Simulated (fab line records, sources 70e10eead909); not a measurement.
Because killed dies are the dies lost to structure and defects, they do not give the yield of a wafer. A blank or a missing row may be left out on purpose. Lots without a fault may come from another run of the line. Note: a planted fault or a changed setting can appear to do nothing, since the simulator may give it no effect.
A struck lot beside a sound one ; flow nand-harc ; 14 steps out of a route of 1159
Sound: the wafers L145.3, L145.4, L145.6. Wafers L133.1, L133.2, L133.6 were the ones struck. The cause is given at the end.
Each step with rows lists, per side, the tool, then ch with its chambers, then its first start. Under that, the readings that differ: sound wafers ; struck wafers ; difference of the means ; sigmas: that difference in standard deviations of wafers without a fault.
alike: a reading whose means differ by less than 2 such deviations, as well as words and numbers matching on both sides. not compared: withheld readings; readings where some wafer has no value; bounds like >300 that might hide an equal value; numbers whose values overlap and for which the record gives no deviation.
A row with sigmas, a row that says differs or no value, or rows on one side alone: a step with any of these is where the two part. Non-overlapping numbers with no deviation appear without sigmas and do not part them. A reading missing from all wafers of one side parts the sides only when that side holds two or more wafers.

first, 3 steps without rows for these wafers: NHARC_A_SGD_CUT_SRD_19; NHARC_A_SGD_CUT_DEP_20 (deposits SiO2, target thk 150 nm); NHARC_A_SGD_CUT_ANNEAL_27 (time 1800 s).
NHARC_A_SGD_CUT_CMP_21: polishes, target thk 148.19 nm.
  sound on cmp-03 ch 0,3, day 18 18:10; struck on cmp-02 ch 1,2,3, day 15 10:32
reading;sound;struck;difference;sigmas
time-to-endpoint-s (s);48.1 42.5 45.7;53.1 47.1 53.1;+5.7;+2
  alike: motor-current-A
NHARC_A_SGD_CUT_THK_MEAS_22: measures by ellipsometry.
  sound: film-metro-01 at day 18 18:26; struck: film-metro-01 at day 15 10:46
  alike: thk-nm
then, 2 steps without rows for these wafers: NHARC_A_SGD_CUT_SRD_23; NHARC_A_SGD_CUT_ETCH_26 (etches SiO2 in dHF, target depth 45.8 nm).
NHARC_A_SGD_CUT_ETCHBACK_24: etches the open film in CH3F/O2, target depth 50 nm, time 92.857 s.
  sound on rie-diel-11 ch 0,1,3, day 18 18:41; struck on rie-diel-08 ch 0,2,3, day 15 11:02
  alike: drypump-motor-current-A, oes-product-au, rf-vpp-V, showerhead-plenum-p-Torr, throttle-valve-pct
  not compared: rf-hours-counter-h
NHARC_A_SGD_CUT_STRIP_28: strips in O2, time 20 s.
  sound on rie-diel-11 ch 1,2,3; struck on rie-diel-08 ch 0,2,3
  alike: drypump-motor-current-A, oes-product-au, rf-vpp-V, showerhead-plenum-p-Torr, throttle-valve-pct
  not compared: rf-hours-counter-h
NHARC_A_SGD_CUT_INSPECT_25:
  sound: defect-inspect-01 at day 18 18:54; struck: defect-inspect-02 at day 15 11:14
  alike: raw-defect-count
NHARC_A_SLIT_DEP_25: deposits SiO2, target thk 200 nm.
  sound on pecvd-04 ch 0,1,2, day 18 19:16; struck on pecvd-01 ch 0,1,2, day 15 11:28
  alike: chamber-pressure-Torr, heater-power-outer-w, heater-power-w, throttle-valve-pct
NHARC_A_SLIT_DEP_00: deposits aC, target thk 3200 nm.
  sound on acl-dep-03 ch 0, day 18 22:03; struck on acl-dep-01 ch 0, day 15 11:47
reading;sound;struck;difference;sigmas
susceptor-temp-C (C);400.08 399.64 399.77;- - -;no value on the struck wafers;
  alike: throttle-valve-pct
NHARC_A_SLIT_DEP_23: deposits SiON, target thk 100 nm.
  sound on pecvd-03 ch 0,1, day 18 23:26; struck on pecvd-01 ch 0,2, day 15 13:44
  no value came back on the struck wafers for chamber-pressure-Torr (Torr), heater-power-outer-w (W), heater-power-w (W); on the sound wafers chamber-pressure-Torr (Torr) reads 3.501 3.490 3.505
then, 1 step without rows for these wafers: NHARC_A_SLIT_DEHYDRATE_01 (time 120 s).

== WHERE THEY PART ==
Earliest at NHARC_A_SGD_CUT_CMP_21; latest, in this record, at NHARC_A_SLIT_DEP_23.

WHY: the cause the simulator had injected
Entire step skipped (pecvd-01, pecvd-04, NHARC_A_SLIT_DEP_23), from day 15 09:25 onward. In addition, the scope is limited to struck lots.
